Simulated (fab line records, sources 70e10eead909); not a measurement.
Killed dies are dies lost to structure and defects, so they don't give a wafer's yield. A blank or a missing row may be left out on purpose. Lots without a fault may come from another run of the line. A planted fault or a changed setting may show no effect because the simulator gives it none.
fab line records | flow nand_harc
record lots=5 wafers=15 last_day=23
route steps=1159 shown A_SOURCE_PLATE@414 A_ONON_D1@424 END@1159
lots that met no fault: from a run of the same line without faults
start_h: hours from the record's first day to the start of the lot's first wafer shown | wait_h: hours since the lot's step before | " the same as in the row above | L1.1+2: a row that stands for several wafers | - no value, or no start given | * or withheld: withheld | < > ~ a bound
route shown NAME@n: a module of which the file shows steps, and the number in the route of the first | usual: mean/standard deviation of fault-free wafers | same: alike in all rows | chamber/n: place in a boat | sites: the reading at each site | _std_site: their standard deviation | _edge_site: outer sites' mean less inner sites' | radius_mm: how far each site lies from the wafer's centre | mask NAME#n: copy n | behind: the tool/chamber that last shaped the wafer | hold: why the lot was held/for how many hours/how that ended | device: the transistor (n, p or np) that didn't switch | end of line: the same wafers' tests at the end of the route | a step without rows: its recipe alone | killed: dies lost to structure and defects at the first sort, not the wafer's yield | map: a wafer's dies, x killed, . not, _ none there
set.NAME: the setting as run; set.NAME@STEP: as run at that earlier step | model.NAME: the simulator's own value behind a step, which no gauge read
lots at some steps of the route; a table a step, a row a wafer
services: from which hour (start_h, from the record's first day; less than 0 if before it) a tool's chamber was out of use, for how many hours, and why
## steps
# step NHARC_A_SOURCE_PLATE_SRD_01
# step NHARC_A_SOURCE_PLATE_OXIDE_02
# recipe target_thk_a=100 temp_c=900 ox_time_s=1362 material=SiO2
# step NHARC_A_SOURCE_PLATE_THK_MEAS_09
# recipe thk_meas_gauge=ellipsometry
# usual thk_nm=9.8/1
# columns lot.wafer tool chamber start_h wait_h thk_nm
L468.2 film_metro-01 - 155.86 0.4 11.9
L468.3 " - " " 9.5
L468.4 " - " " 9.6
L469.1 film_metro-02 - 165.61 0.4 9.8
L469.2 " - " " 8.8
L469.4 " - " " 8.3
L475.1 film_metro-01 - 193.37 0.4 11.1
L475.2 " - " " 11.3
L475.3 " - " " 9.6
L482.1 film_metro-01 - 231.50 0.4 9.3
L482.2 " - " " 10.3
L482.3 " - " " 9.4
L483.2 film_metro-02 - 231.50 0.4 11.0
L483.3 " - " " 11.7
L483.6 " - " " 10.8
# step NHARC_A_SOURCE_PLATE_PVD_04
# recipe target_thk_a=500 material=WSi2
# step NHARC_A_SOURCE_PLATE_CVD_03
# recipe target_thk_a=2000 temp_c=620 pressure_mtorr=200 time_s=4000 material=poly-Si
# step NHARC_A_SOURCE_PLATE_ANNEAL_05
# recipe temp_c=850 time_s=1800
# step NHARC_A_SOURCE_PLATE_THK_MEAS_06
# recipe thk_meas_gauge=ellipsometry
# usual thk_nm=200.0/1.9
# columns lot.wafer tool chamber start_h wait_h thk_nm
L468.2 film_metro-02 - 176.64 0.4 204.4
L468.3 " - " " 204.2
L468.4 " - " " 202.0
L469.1 film_metro-01 - 176.64 0.4 198.5
L469.2 " - " " 199.2
L469.4 " - " " 198.6
L475.1 film_metro-01 - 206.98 0.4 200.5
L475.2 " - " " 199.4
L475.3 " - " " 197.7
L482.1 film_metro-01 - 244.73 0.4 200.7
L482.2 " - " " 202.0
L482.3 " - " " 201.3
L483.2 film_metro-02 - 244.73 0.4 199.6
L483.3 " - " " 202.5
L483.6 " - " " 203.9
# step NHARC_A_SOURCE_PLATE_INSPECT_08
# usual raw_defect_count=60/24
# columns lot.wafer tool chamber start_h wait_h raw_defect_count
L468.2 defect_inspect-01 - 176.71 0.0 96
L468.3 " - " " 55
L468.4 " - " " 50
L469.1 defect_inspect-02 - 176.71 0.0 47
L469.2 " - " " 56
L469.4 " - " " 66
L475.1 defect_inspect-02 - 207.08 0.0 51
L475.2 " - " " 33
L475.3 " - " " 57
L483.2 defect_inspect-02 - 244.79 0.0 43
L483.3 " - " " 49
L483.6 " - " " 53
L482.1 defect_inspect-01 - 244.79 0.0 31
L482.2 " - " " 65
L482.3 " - " " 65
# step NHARC_A_ONON_D1_DEP_00
# recipe target_thk_a=10000 n2_flow_sccm=2750 n2o_flow_sccm=2000 nh3_flow_sccm=500 sih4_flow_sccm=210 temp_c=400
# step NHARC_A_ONON_D1_THK_MEAS_02
# recipe thk_meas_gauge=ellipsometry
# usual thk_nm=1001/9.7
# columns lot.wafer tool chamber start_h wait_h thk_nm
L469.1 film_metro-02 - 177.28 - 1005
L469.2 " - " " 1005
L469.4 " - " " 1005
L468.2 film_metro-01 - 177.28 - 992
L468.3 " - " " 992
L468.4 " - " " 991
L475.1 film_metro-01 - 207.66 - 1003
L475.2 " - " " 1002
L475.3 " - " " 1001
L483.2 film_metro-01 - 245.36 - 992
L483.3 " - " " 995
L483.6 " - " " 997
L482.1 film_metro-02 - 245.37 - 1005
L482.2 " - " " 1008
L482.3 " - " " 1005
# step NHARC_A_ONON_D1_DEP_03
# recipe target_thk_a=10000 n2_flow_sccm=2750 n2o_flow_sccm=2000 nh3_flow_sccm=500 sih4_flow_sccm=210 temp_c=400
# usual n2_flow_sccm=2751/8.3
# columns lot.wafer tool chamber start_h wait_h n2_flow_sccm
L469.1 pecvd_onon-02 0 177.33 0.1 2745
L469.2 " 0 " " 2743
L469.4 " 0 " " 2740
L468.2 pecvd_onon-04 0 177.39 0.1 2754
L468.3 " 0 " " 2753
L468.4 " 0 " " 2749
L475.1 pecvd_onon-04 0 207.72 0.1 2751
L475.2 " 0 " " 2756
L475.3 " 0 " " 2761
L482.1 pecvd_onon-02 0 245.42 0.1 2751
L482.2 " 0 " " 2762
L482.3 " 0 " " 2754
L483.2 pecvd_onon-03 0 245.48 0.1 2742
L483.3 " 0 " " 2747
L483.6 " 0 " " 2751
# step NHARC_A_ONON_D1_THK_MEAS_05
# recipe thk_meas_gauge=ellipsometry
# usual thk_nm=1004/6.4
# columns lot.wafer tool chamber start_h wait_h thk_nm
L469.1 film_metro-02 - 177.84 - 1005
L469.2 " - " " 1008
L469.4 " - " " 1006
L468.2 film_metro-01 - 177.84 - 995
L468.3 " - " " 993
L468.4 " - " " 996
L475.1 film_metro-01 - 208.23 - 998
L475.2 " - " " 1495
L475.3 " - " " 999
L483.2 film_metro-02 - 245.94 - 1002
L483.3 " - " " 1000
L483.6 " - " " 1002
L482.1 film_metro-02 - 245.96 - 1002
L482.2 " - " " 1003
L482.3 " - " " 1003
# step NHARC_A_ONON_D1_DEP_06
# recipe target_thk_a=10000 n2_flow_sccm=2750 n2o_flow_sccm=2000 nh3_flow_sccm=500 sih4_flow_sccm=210 temp_c=400
# step NHARC_END_SORT_01
# recipe temp_c=25
# usual killed_at_array=28/10 killed_at_other=0.5/0.82 killed_at_periphery=3.4/2.2 killed_dies=31/10 killed_open=3.4/1.9 killed_short=1.9/1.3
# same gross_dies=677
# columns lot.wafer tool chamber start_h wait_h killed_at_array killed_at_other killed_at_periphery killed_dies killed_open killed_short
L475.2 prober-01 0 500.23 2.8 676 0 1 677 1 2
# killed by level:class
L475.2 A_ONON_D1:area_dep=653 A_SLIT:chamber_film_flake=11 A_STAIRCASE:chamber_film_flake=4 A_CONTACT:chamber_film_flake=3 A_WL_FILL:chamber_film_flake=2 P_M0:geometric_particle:open=1 A_CHANNEL_FILL_D1:geometric_particle:short=1 A_M0:geometric_particle:short=1
# map L475.2 (x killed, . not)
____________x____________
_________xxxxxxx_________
_______xxxxxxxxxxx_______
______xxxxxxxxxxxxx______
_____xxxxxxxxxxxxxxx_____
____xxxxxxxxxxxxxxxxx____
____xxxxxxxxxxxxxxxxx____
___xxxxxxxxxxxxxxxxxxx___
___xxxxxxxxxxxxxxxxxxx___
__xxxxxxxxxxxxxxxxxxxxx__
__xxxxxxxxxxxxxxxxxxxxx__
_xxxxxxxxxxxxxxxxxxxxxxx_
_xxxxxxxxxxxxxxxxxxxxxxx_
_xxxxxxxxxxxxxxxxxxxxxxx_
_xxxxxxxxxxxxxxxxxxxxxxx_
_xxxxxxxxxxxxxxxxxxxxxxx_
xxxxxxxxxxxxxxxxxxxxxxxxx
xxxxxxxxxxxxxxxxxxxxxxxxx
xxxxxxxxxxxxxxxxxxxxxxxxx
xxxxxxxxxxxxxxxxxxxxxxxxx
xxxxxxxxxxxxxxxxxxxxxxxxx
_xxxxxxxxxxxxxxxxxxxxxxx_
_xxxxxxxxxxxxxxxxxxxxxxx_
_xxxxxxxxxxxxxxxxxxxxxxx_
_xxxxxxxxxxxxxxxxxxxxxxx_
_xxxxxxxxxxxxxxxxxxxxxxx_
__xxxxxxxxxxxxxxxxxxxxx__
__xxxxxxxxxxxxxxxxxxxxx__
___xxxxxxxxxxxxxxxxxxx___
___xxxxxxxxxxxxxxxxxxx___
____xxxxxxxxxxxxxxxxx____
____xxxxxxxxxxxxxxxxx____
_____xxxxxxxxxxxxxxx_____
______xxxxxxxxxxxxx______
_______xxxxxxxxxxx_______
_________xxxxxxx_________
____________x____________
# map L468.3 (x killed, . not)
____________.____________
_________......._________
_______..........._______
______.............______
_____..............._____
____.x...............____
____............x....____
___..x................___
___..x................___
__............x........__
__.....................__
_......x................_
_......................._
_......................._
_......................._
_......................._
.........................
.......................x.
...............x.........
.....x...................
.........................
_.................x....._
_............x.........x_
_......................._
_.....xx................_
_......x................_
__.....x...............__
__....xxx..............__
___..xx.xx............___
___x...x..............___
____...xx............____
____.x...............____
_____..............._____
______...x.........______
_______...x......._______
_________......._________
____________.____________
## services
# columns tool chamber start_h hours kind
pecvd_onon-03 - 153.40 13.0 pm
pecvd_onon-04 - 237.34 13.0 pm
## key
first_sign step=NHARC_A_ONON_D1_THK_MEAS_05 reading=thk_nm direction=up sigmas=77 usual=1004 struck=1495
effect step=NHARC_END_SORT_01 reading=killed_at_array direction=up sigmas=63 usual=28 struck=676
more_kills_born_at NHARC_A_ONON_D1_DEP_03@pecvd_onon-04=653
met_at NHARC_A_ONON_D1_DEP_03
struck_wafers L475.2
later_rows_left_out L475.2
tester_left_out L475
onset_between 177.39 207.72
fault kind=process_parameter_drift tool=pecvd_onon-04 chamber=- onset_h=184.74 steps=NHARC_A_ONON_D1_DEP_03 channel=target_thk_a offset=* shape=step end_h=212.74 scope=struck_wafers_only acts_in=* stated=*
# tester_left_out: of these lots the tester's yield and bins aren't shown, on N5 and GAA mostly nor the transistor test; their killed dies are dies lost to structure and defects alone, not to doping, threshold or leakage, so they don't give the yield
# later_rows_left_out: the simulator's readings of these wafers behind a module that went badly wrong aren't trusted and aren't shown, but for the sort
